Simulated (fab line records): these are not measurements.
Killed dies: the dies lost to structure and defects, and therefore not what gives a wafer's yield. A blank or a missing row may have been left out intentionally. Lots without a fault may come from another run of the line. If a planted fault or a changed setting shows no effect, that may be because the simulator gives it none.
Chamber matching | flow nand_harc | rie_diel-11 running NHARC_P_M0_STRIP_18: 4 sister chambers
The step strips in N2/H2. 4 wafers are shown with their chamber, then 9 later ones without.

## WAFERS PAIRED WITH THEIR CHAMBERS
wafer  | chamber | showerhead_plenum_p_Torr (Torr)
L085.6 | 3       | 1.88
L088.4 | 2       | 1.98
L088.5 | 1       | 2.03
L088.6 | 0       | 2.20

## WAFERS WHOSE CHAMBER IS MISSING
wafer  | showerhead_plenum_p_Torr (Torr)
L089.1 | 2.22
L089.3 | 2.20
L089.4 | 1.98
L092.1 | 1.98
L092.5 | 2.19
L092.6 | 2.03
L094.1 | 2.19
L094.3 | 2.21
L094.6 | 2.03

## THE CHAMBER EACH PASSED THROUGH
wafer  | from the rows above | in truth
L089.1 | 0                   | 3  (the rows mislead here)
L089.3 | 0                   | 0
L089.4 | 2                   | 2
L092.1 | 2                   | 2
L092.5 | 0                   | 0
L092.6 | 1                   | 1
L094.1 | 0                   | 0
L094.3 | 0                   | 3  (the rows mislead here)
L094.6 | 1                   | 1
Correctly placed: 7 of 9. Number that these rows cannot place: 0. 2 placed wrongly.
How it was worked out, from the rows above alone: a wafer's distance from a chamber is the root of the sum, over the readings, of the square of ((its reading less the chamber's mean) divided by the reading's scatter). If the next closest chamber is less than 2 further off than the closest, the wafer can't be placed; otherwise it belongs to the closest. The mean given for a chamber averages the wafers shown for that chamber. The scatter: root of mean squared gap, hidden wafer to nearest shown wafer, with one shown wafer a chamber.
